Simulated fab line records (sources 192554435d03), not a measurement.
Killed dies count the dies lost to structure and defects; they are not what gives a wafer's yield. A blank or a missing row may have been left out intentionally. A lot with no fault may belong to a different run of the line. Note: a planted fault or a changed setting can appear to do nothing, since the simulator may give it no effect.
The tool behind it: which one? || flow n5 finfet || 17 wafers from 6 lots sampled at 3 of the route's 1938 steps

== WHAT THE GAUGES READ, wafer by wafer ==
N5_PASSIVATION_CD_MEAS_44: target cd 40000 nm.
{"lot": "L834", "measured": "day 12 06:49", "on": "cd sem-03", "cd nm (nm)": "39997 39988 39991"}
{"lot": "L836", "measured": "day 13 21:50", "on": "cd sem-03", "cd nm (nm)": "39998 40003 40001"}
{"lot": "L838", "measured": "day 13 18:16", "on": "cd sem-02", "cd nm (nm)": "39999 40010 40007"}
{"lot": "L840", "measured": "day 15 04:06", "on": "cd sem-01", "cd nm (nm)": "40005 40002 40001"}
{"lot": "L843", "measured": "day 15 10:14", "on": "cd sem-02", "cd nm (nm)": "40005 40002"}
{"lot": "L851", "measured": "day 16 23:28", "on": "cd sem-03", "cd nm (nm)": "39997 40003 39996"}

== WHICH TOOL RAN EACH LOT (tool, then ch and the chambers of the sampled wafers, then the start) ==
{"lot": "L834", "N5_ILD0_PRECLEAN_10": "remote plasma-02 ch 0, day 4 02:53", "N5_PASSIVATION_AL_ETCH_33": "rie metal-01 ch 0,1, day 12 05:05"}
{"lot": "L836", "N5_ILD0_PRECLEAN_10": "remote plasma-01 ch 0, day 4 12:33", "N5_PASSIVATION_AL_ETCH_33": "rie metal-03 ch 0,1, day 13 20:02"}
{"lot": "L838", "N5_ILD0_PRECLEAN_10": "remote plasma-02 ch 0, day 5 06:17", "N5_PASSIVATION_AL_ETCH_33": "rie metal-02 ch 0,1, day 13 16:35"}
{"lot": "L840", "N5_ILD0_PRECLEAN_10": "remote plasma-01 ch 1, day 5 16:21", "N5_PASSIVATION_AL_ETCH_33": "rie metal-02 ch 0, day 15 02:28"}
{"lot": "L843", "N5_ILD0_PRECLEAN_10": "remote plasma-01 ch 0, day 6 08:22", "N5_PASSIVATION_AL_ETCH_33": "rie metal-02 ch 0, day 15 08:40"}
{"lot": "L851", "N5_ILD0_PRECLEAN_10": "remote plasma-02 ch 0, day 8 09:46", "N5_PASSIVATION_AL_ETCH_33": "rie metal-03 ch 0,1, day 16 21:43"}
- N5_ILD0_PRECLEAN_10: cleans in NF3:NH3, afs cycles 5, time 20 s, sublimation time 60 s.
- N5_PASSIVATION_AL_ETCH_33: etches Al in Cl2/BCl3, stops on TaN, target depth 2800 nm, time 466.7 s.

== THE ANSWER, worked out from the rows above alone ==
Rule: the lots themselves supply what counts as usual. Put in order of their means at a reading, lots are off if they are a third of the lots or fewer, leave a main group of 4 or more, and stand apart from it by a gap of 3 or more times the standard deviation of the main group's means; of several such gaps the widest counts. A main group is skipped when, at the precision printed for the reading in the tables above, its means are all equal. A lot without any number at a reading at which 4 lots or more have one is off too. The other lots that the step has rows for count as sound.
No lot is off at any reading shown: from this, nothing can be told.

== WHAT WAS PUT IN BY THE SIMULATOR ==
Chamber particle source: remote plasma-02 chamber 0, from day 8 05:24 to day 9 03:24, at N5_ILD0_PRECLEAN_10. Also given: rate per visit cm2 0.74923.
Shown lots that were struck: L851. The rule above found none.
